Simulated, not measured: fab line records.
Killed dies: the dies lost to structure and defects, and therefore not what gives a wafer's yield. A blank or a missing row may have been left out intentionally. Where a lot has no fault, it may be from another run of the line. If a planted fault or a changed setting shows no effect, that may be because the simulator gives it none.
Which tool is to blame? :: flow nandHarc :: Sampling: 24 lots, 72 wafers, 3 of 1159 route steps

## WHAT EACH GAUGE READ, for each wafer
NHARC_A_BLC_INSPECT_28. Usual: rawDefectCount 425, standard deviation 100.
lot: L074
measured: day 17 21:20
on: defectInspect-02
rawDefectCount: 455 473 674
flag: 

lot: L078
measured: day 17 23:13
on: defectInspect-02
rawDefectCount: 287 280 270
flag: 

lot: L075
measured: day 17 23:52
on: defectInspect-01
rawDefectCount: 258 290 263
flag: 

lot: L076
measured: day 18 02:35
on: defectInspect-01
rawDefectCount: 366 404 427
flag: 

lot: L077
measured: day 18 19:02
on: defectInspect-01
rawDefectCount: 503 321 514
flag: 

lot: L079
measured: day 18 20:06
on: defectInspect-02
rawDefectCount: 523 487 439
flag: 

lot: L081
measured: day 19 00:35
on: defectInspect-02
rawDefectCount: 494 278 725
flag: 

lot: L080
measured: day 19 08:40
on: defectInspect-02
rawDefectCount: 394 602 429
flag: 

lot: L082
measured: day 20 03:34
on: defectInspect-02
rawDefectCount: 346 436 563
flag: 

lot: L084
measured: day 20 06:23
on: defectInspect-02
rawDefectCount: 412 328 417
flag: 

lot: L083
measured: day 20 06:49
on: defectInspect-01
rawDefectCount: 580 521 495
flag: 

lot: L088
measured: day 21 09:20
on: defectInspect-02
rawDefectCount: 272 303 266
flag: 

lot: L086
measured: day 21 18:16
on: defectInspect-02
rawDefectCount: 425 319 362
flag: 

lot: L087
measured: day 21 18:42
on: defectInspect-01
rawDefectCount: 571 438 490
flag: 

lot: L085
measured: day 21 23:42
on: defectInspect-02
rawDefectCount: 418 421 508
flag: 

lot: L090
measured: day 22 00:26
on: defectInspect-02
rawDefectCount: 294 347 336
flag: 

lot: L093
measured: day 22 02:28
on: defectInspect-01
rawDefectCount: 388 506 355
flag: 

lot: L091
measured: day 22 07:41
on: defectInspect-01
rawDefectCount: 357 254 390
flag: 

lot: L095
measured: day 22 09:59
on: defectInspect-02
rawDefectCount: 353 473 396
flag: 

lot: L092
measured: day 22 19:46
on: defectInspect-01
rawDefectCount: 482 456 418
flag: 

lot: L089
measured: day 22 20:10
on: defectInspect-02
rawDefectCount: 569 435 271
flag: 

lot: L094
measured: day 22 23:04
on: defectInspect-01
rawDefectCount: 455 469 467
flag: 

lot: L097
measured: day 23 03:48
on: defectInspect-02
rawDefectCount: 375 330 295
flag: 

lot: L096
measured: day 23 03:57
on: defectInspect-01
rawDefectCount: 512 486 394
flag: 

## WHICH TOOL RAN EACH LOT (tool, then ch and the chambers of the sampled wafers, then the start)
lot: L074
NHARC_A_CONTACT_ETCH_128: harCapEtch-03 ch 0,1, day 17 02:30
NHARC_A_CONTACT_ETCH_91: rieDiel-11 ch 0,1,3, day 17 03:45

lot: L078
NHARC_A_CONTACT_ETCH_128: harCapEtch-01 ch 0,1, day 17 03:13
NHARC_A_CONTACT_ETCH_91: rieDiel-03 ch 1,2,3, day 17 04:31

lot: L075
NHARC_A_CONTACT_ETCH_128: harCapEtch-02 ch 0,1, day 17 06:38
NHARC_A_CONTACT_ETCH_91: rieDiel-04 ch 1,2,3, day 17 07:53

lot: L076
NHARC_A_CONTACT_ETCH_128: harCapEtch-03 ch 0,1, day 17 13:25
NHARC_A_CONTACT_ETCH_91: rieDiel-11 ch 1,2,3, day 17 14:42

lot: L077
NHARC_A_CONTACT_ETCH_128: harCapEtch-01 ch 0,1, day 17 21:31
NHARC_A_CONTACT_ETCH_91: rieDiel-03 ch 0,2,3, day 17 22:49

lot: L079
NHARC_A_CONTACT_ETCH_128: harCapEtch-03 ch 0,1, day 18 02:37
NHARC_A_CONTACT_ETCH_91: rieDiel-03 ch 0,3, day 18 03:53

lot: L081
NHARC_A_CONTACT_ETCH_128: harCapEtch-01 ch 0,1, day 18 10:41
NHARC_A_CONTACT_ETCH_91: rieDiel-11 ch 0,1, day 18 11:55

lot: L080
NHARC_A_CONTACT_ETCH_128: harCapEtch-02 ch 0,1, day 18 16:02
NHARC_A_CONTACT_ETCH_91: rieDiel-11 ch 1,2,3, day 18 17:21

lot: L082
NHARC_A_CONTACT_ETCH_128: harCapEtch-03 ch 0,1, day 19 03:09
NHARC_A_CONTACT_ETCH_91: rieDiel-11 ch 2,3, day 19 04:24

lot: L084
NHARC_A_CONTACT_ETCH_128: harCapEtch-02 ch 0,1, day 19 05:37
NHARC_A_CONTACT_ETCH_91: rieDiel-03 ch 1,2,3, day 19 06:56

lot: L083
NHARC_A_CONTACT_ETCH_128: harCapEtch-01 ch 0,1, day 19 06:23
NHARC_A_CONTACT_ETCH_91: rieDiel-04 ch 2,3, day 19 07:38

lot: L088
NHARC_A_CONTACT_ETCH_128: harCapEtch-03 ch 0,1, day 20 10:08
NHARC_A_CONTACT_ETCH_91: rieDiel-03 ch 1,2, day 20 11:23

lot: L086
NHARC_A_CONTACT_ETCH_128: harCapEtch-02 ch 0,1, day 20 10:49
NHARC_A_CONTACT_ETCH_91: rieDiel-11 ch 0,1,2, day 20 12:07

lot: L087
NHARC_A_CONTACT_ETCH_128: harCapEtch-03 ch 0,1, day 20 16:59
NHARC_A_CONTACT_ETCH_91: rieDiel-03 ch 0,3, day 20 18:20

lot: L085
NHARC_A_CONTACT_ETCH_128: harCapEtch-03 ch 0,1, day 21 00:29
NHARC_A_CONTACT_ETCH_91: rieDiel-03 ch 0,2,3, day 21 01:46

lot: L090
NHARC_A_CONTACT_ETCH_128: harCapEtch-01 ch 0,1, day 21 03:47
NHARC_A_CONTACT_ETCH_91: rieDiel-03 ch 0,2,3, day 21 05:04

lot: L093
NHARC_A_CONTACT_ETCH_128: harCapEtch-01 ch 0,1, day 21 07:19
NHARC_A_CONTACT_ETCH_91: rieDiel-03 ch 0,2,3, day 21 08:37

lot: L091
NHARC_A_CONTACT_ETCH_128: harCapEtch-03 ch 1, day 21 16:29
NHARC_A_CONTACT_ETCH_91: rieDiel-03 ch 0,1,3, day 21 17:44

lot: L095
NHARC_A_CONTACT_ETCH_128: harCapEtch-01 ch 1, day 21 17:50
NHARC_A_CONTACT_ETCH_91: rieDiel-11 ch 1,2,3, day 21 19:08

lot: L092
NHARC_A_CONTACT_ETCH_128: harCapEtch-02 ch 0,1, day 21 23:38
NHARC_A_CONTACT_ETCH_91: rieDiel-03 ch 1,3, day 22 00:55

lot: L089
NHARC_A_CONTACT_ETCH_128: harCapEtch-01 ch 0,1, day 22 01:00
NHARC_A_CONTACT_ETCH_91: rieDiel-11 ch 0,3, day 22 02:17

lot: L094
NHARC_A_CONTACT_ETCH_128: harCapEtch-01 ch 0,1, day 22 04:38
NHARC_A_CONTACT_ETCH_91: rieDiel-03 ch 0,1,2, day 22 05:56

lot: L097
NHARC_A_CONTACT_ETCH_128: harCapEtch-01 ch 0,1, day 22 09:13
NHARC_A_CONTACT_ETCH_91: rieDiel-11 ch 1,3, day 22 10:31

lot: L096
NHARC_A_CONTACT_ETCH_128: harCapEtch-03 ch 0,1, day 22 11:02
NHARC_A_CONTACT_ETCH_91: rieDiel-03 ch 1,3, day 22 12:17
- NHARC_A_CONTACT_ETCH_128: etches the open film in C4F8/O2/Ar, time 155 s, target depth 956 nm.
- NHARC_A_CONTACT_ETCH_91: etches the open film in CH3F/O2, target depth 40 nm, time 85.7 s.

## AS READ BY THE TOOLS THEMSELVES (means over the sampled wafers that have a number; for cases with no such wafer, the mark the record gives instead)
NHARC_A_CONTACT_ETCH_128. Usual: chamberPressureMTorr 20.000 mTorr, standard deviation 0.017.
lot: L074
tool: harCapEtch-03
chamberPressureMTorr (mTorr): 19.994
flag: 

lot: L078
tool: harCapEtch-01
chamberPressureMTorr (mTorr): 19.999
flag: 

lot: L075
tool: harCapEtch-02
chamberPressureMTorr (mTorr): 20.000
flag: 

lot: L076
tool: harCapEtch-03
chamberPressureMTorr (mTorr): 19.994
flag: 

lot: L077
tool: harCapEtch-01
chamberPressureMTorr (mTorr): 19.998
flag: 

lot: L079
tool: harCapEtch-03
chamberPressureMTorr (mTorr): 19.996
flag: 

lot: L081
tool: harCapEtch-01
chamberPressureMTorr (mTorr): 20.000
flag: 

lot: L080
tool: harCapEtch-02
chamberPressureMTorr (mTorr): 19.984
flag: 

lot: L082
tool: harCapEtch-03
chamberPressureMTorr (mTorr): 19.992
flag: 

lot: L084
tool: harCapEtch-02
chamberPressureMTorr (mTorr): 20.004
flag: 

lot: L083
tool: harCapEtch-01
chamberPressureMTorr (mTorr): 20.017
flag: 

lot: L088
tool: harCapEtch-03
chamberPressureMTorr (mTorr): 19.990
flag: 

lot: L086
tool: harCapEtch-02
chamberPressureMTorr (mTorr): 19.999
flag: 

lot: L087
tool: harCapEtch-03
chamberPressureMTorr (mTorr): 20.002
flag: 

lot: L085
tool: harCapEtch-03
chamberPressureMTorr (mTorr): 20.022
flag: 

lot: L090
tool: harCapEtch-01
chamberPressureMTorr (mTorr): 19.998
flag: 

lot: L093
tool: harCapEtch-01
chamberPressureMTorr (mTorr): 20.010
flag: 

lot: L091
tool: harCapEtch-03
chamberPressureMTorr (mTorr): 20.005
flag: 

lot: L095
tool: harCapEtch-01
chamberPressureMTorr (mTorr): 20.012
flag: 

lot: L092
tool: harCapEtch-02
chamberPressureMTorr (mTorr): 20.000
flag: 

lot: L089
tool: harCapEtch-01
chamberPressureMTorr (mTorr): 20.002
flag: 

lot: L094
tool: harCapEtch-01
chamberPressureMTorr (mTorr): 20.004
flag: 

lot: L097
tool: harCapEtch-01
chamberPressureMTorr (mTorr): 20.000
flag: 

lot: L096
tool: harCapEtch-03
chamberPressureMTorr (mTorr): 20.002
flag: 

NHARC_A_CONTACT_ETCH_91. Usual: for chamberPressureMTorr, 25.000 mTorr with a standard deviation of 0.023; for drypumpMotorCurrentA, 5.7 A with a standard deviation of 0.38; for oesProductAu, 0.94 a.u. with a standard deviation of 0.03; for rfFwdPowerW, 496.3 W with a standard deviation of 2.2; for rfVppV, 244.9 V with a standard deviation of 1.5; for showerheadPlenumPTorr, 2.49 Torr with a standard deviation of 0.092; for throttleValvePct, 20.663 % with a standard deviation of 0.0091.
lot: L074
tool: rieDiel-11
chamberPressureMTorr (mTorr): 24.990
drypumpMotorCurrentA (A): 5.6
oesProductAu (a.u.): 0.93
rfFwdPowerW (W): 495.0
rfVppV (V): 244.3
showerheadPlenumPTorr (Torr): 2.48
throttleValvePct (%): 20.662
flag: 

lot: L078
tool: rieDiel-03
chamberPressureMTorr (mTorr): 25.003
drypumpMotorCurrentA (A): 5.7
oesProductAu (a.u.): 0.93
rfFwdPowerW (W): 496.9
rfVppV (V): 245.3
showerheadPlenumPTorr (Torr): 2.56
throttleValvePct (%): 20.656
flag: 

lot: L075
tool: rieDiel-04
chamberPressureMTorr (mTorr): 24.988
drypumpMotorCurrentA (A): 5.6
oesProductAu (a.u.): 0.93
rfFwdPowerW (W): 495.6
rfVppV (V): 243.8
showerheadPlenumPTorr (Torr): 2.42
throttleValvePct (%): 20.668
flag: 

lot: L076
tool: rieDiel-11
chamberPressureMTorr (mTorr): 25.023
drypumpMotorCurrentA (A): 5.8
oesProductAu (a.u.): 0.93
rfFwdPowerW (W): 496.4
rfVppV (V): 245.7
showerheadPlenumPTorr (Torr): 2.54
throttleValvePct (%): 20.670
flag: 

lot: L077
tool: rieDiel-03
chamberPressureMTorr (mTorr): 25.012
drypumpMotorCurrentA (A): 5.7
oesProductAu (a.u.): 0.99
rfFwdPowerW (W): 497.3
rfVppV (V): 243.7
showerheadPlenumPTorr (Torr): 2.46
throttleValvePct (%): 20.667
flag: 

lot: L079
tool: rieDiel-03
chamberPressureMTorr (mTorr): 25.004
drypumpMotorCurrentA (A): 5.7
oesProductAu (a.u.): 0.92
rfFwdPowerW (W): 497.4
rfVppV (V): 243.8
showerheadPlenumPTorr (Torr): 2.39
throttleValvePct (%): 20.663
flag: 

lot: L081
tool: rieDiel-11
chamberPressureMTorr (mTorr): 25.007
drypumpMotorCurrentA (A): 5.4
oesProductAu (a.u.): 0.93
rfFwdPowerW (W): 494.7
rfVppV (V): 244.6
showerheadPlenumPTorr (Torr): 2.47
throttleValvePct (%): 20.661
flag: 

lot: L080
tool: rieDiel-11
chamberPressureMTorr (mTorr): 25.000
drypumpMotorCurrentA (A): 5.8
oesProductAu (a.u.): 1.00
rfFwdPowerW (W): 497.7
rfVppV (V): 245.7
showerheadPlenumPTorr (Torr): 2.53
throttleValvePct (%): 20.663
flag: 

lot: L082
tool: rieDiel-11
chamberPressureMTorr (mTorr): 24.994
drypumpMotorCurrentA (A): 6.0
oesProductAu (a.u.): 0.92
rfFwdPowerW (W): 494.3
rfVppV (V): 245.9
showerheadPlenumPTorr (Torr): 2.53
throttleValvePct (%): 20.663
flag: 

lot: L084
tool: rieDiel-03
chamberPressureMTorr (mTorr): 24.978
drypumpMotorCurrentA (A): 5.8
oesProductAu (a.u.): 0.92
rfFwdPowerW (W): 497.9
rfVppV (V): 244.9
showerheadPlenumPTorr (Torr): 2.56
throttleValvePct (%): 20.661
flag: 

lot: L083
tool: rieDiel-04
chamberPressureMTorr (mTorr): 24.994
drypumpMotorCurrentA (A): 6.0
oesProductAu (a.u.): 0.93
rfFwdPowerW (W): 492.4
rfVppV (V): 243.8
showerheadPlenumPTorr (Torr): 2.43
throttleValvePct (%): 20.659
flag: 

lot: L088
tool: rieDiel-03
chamberPressureMTorr (mTorr): 25.009
drypumpMotorCurrentA (A): 5.4
oesProductAu (a.u.): 0.92
rfFwdPowerW (W): 495.3
rfVppV (V): 246.6
showerheadPlenumPTorr (Torr): 2.56
throttleValvePct (%): 20.664
flag: 

lot: L086
tool: rieDiel-11
chamberPressureMTorr (mTorr): 24.994
drypumpMotorCurrentA (A): 5.6
oesProductAu (a.u.): 1.01
rfFwdPowerW (W): 497.2
rfVppV (V): 245.2
showerheadPlenumPTorr (Torr): 2.51
throttleValvePct (%): 20.659
flag: 

lot: L087
tool: rieDiel-03
chamberPressureMTorr (mTorr): 24.992
drypumpMotorCurrentA (A): 5.7
oesProductAu (a.u.): 0.92
rfFwdPowerW (W): 497.9
rfVppV (V): 243.3
showerheadPlenumPTorr (Torr): 2.38
throttleValvePct (%): 20.663
flag: 

lot: L085
tool: rieDiel-03
chamberPressureMTorr (mTorr): 25.007
drypumpMotorCurrentA (A): 5.7
oesProductAu (a.u.): 0.92
rfFwdPowerW (W): 497.0
rfVppV (V): 244.9
showerheadPlenumPTorr (Torr): 2.46
throttleValvePct (%): 20.664
flag: 

lot: L090
tool: rieDiel-03
chamberPressureMTorr (mTorr): 25.001
drypumpMotorCurrentA (A): 5.7
oesProductAu (a.u.): 1.00
rfFwdPowerW (W): 498.1
rfVppV (V): 245.4
showerheadPlenumPTorr (Torr): 2.46
throttleValvePct (%): 20.668
flag: 

lot: L093
tool: rieDiel-03
chamberPressureMTorr (mTorr): 25.001
drypumpMotorCurrentA (A): 5.7
oesProductAu (a.u.): 0.92
rfFwdPowerW (W): 496.3
rfVppV (V): 243.9
showerheadPlenumPTorr (Torr): 2.46
throttleValvePct (%): 20.664
flag: 

lot: L091
tool: rieDiel-03
chamberPressureMTorr (mTorr): 25.019
drypumpMotorCurrentA (A): 5.8
oesProductAu (a.u.): 0.91
rfFwdPowerW (W): 496.5
rfVppV (V): 244.0
showerheadPlenumPTorr (Torr): 2.48
throttleValvePct (%): 20.663
flag: 

lot: L095
tool: rieDiel-11
chamberPressureMTorr (mTorr): 24.988
drypumpMotorCurrentA (A): 5.8
oesProductAu (a.u.): 0.93
rfFwdPowerW (W): 496.4
rfVppV (V): 245.5
showerheadPlenumPTorr (Torr): 2.52
throttleValvePct (%): 20.673
flag: 

lot: L092
tool: rieDiel-03
chamberPressureMTorr (mTorr): 25.010
drypumpMotorCurrentA (A): 6.1
oesProductAu (a.u.): 0.92
rfFwdPowerW (W): 498.1
rfVppV (V): 245.9
showerheadPlenumPTorr (Torr): 2.56
throttleValvePct (%): 20.668
flag: 

lot: L089
tool: rieDiel-11
chamberPressureMTorr (mTorr): 25.009
drypumpMotorCurrentA (A): 5.5
oesProductAu (a.u.): 0.93
rfFwdPowerW (W): 495.9
rfVppV (V): 243.8
showerheadPlenumPTorr (Torr): 2.44
throttleValvePct (%): 20.659
flag: 

lot: L094
tool: rieDiel-03
chamberPressureMTorr (mTorr): 24.996
drypumpMotorCurrentA (A): 5.5
oesProductAu (a.u.): 0.92
rfFwdPowerW (W): 496.3
rfVppV (V): 245.4
showerheadPlenumPTorr (Torr): 2.48
throttleValvePct (%): 20.669
flag: 

lot: L097
tool: rieDiel-11
chamberPressureMTorr (mTorr): 25.011
drypumpMotorCurrentA (A): 5.6
oesProductAu (a.u.): 0.92
rfFwdPowerW (W): 495.0
rfVppV (V): 245.5
showerheadPlenumPTorr (Torr): 2.48
throttleValvePct (%): 20.656
flag: 

lot: L096
tool: rieDiel-03
chamberPressureMTorr (mTorr): 24.988
drypumpMotorCurrentA (A): 6.1
oesProductAu (a.u.): 0.92
rfFwdPowerW (W): 497.3
rfVppV (V): 246.1
showerheadPlenumPTorr (Torr): 2.56
throttleValvePct (%): 20.659
flag: 

## THE ANSWER, worked out from the rows above alone
Rule: a lot is off if the mean of its wafers that have a number lies more than 3 standard deviations from the usual mean. A lot without any number at a reading at which 4 lots or more have one is off too. Where the step has rows for the other lots, those lots are counted as sound. After the gauges, taken in route order, come the tools' own readings; for these a lot's mean is taken, as printed above. The first step at which some lot is off is used, and at that step the reading that is off furthest; a lot without a number counts as furthest.
No lot is off on any of the readings shown, so nothing can be concluded from this.

## WHAT THE SIMULATOR PUT IN
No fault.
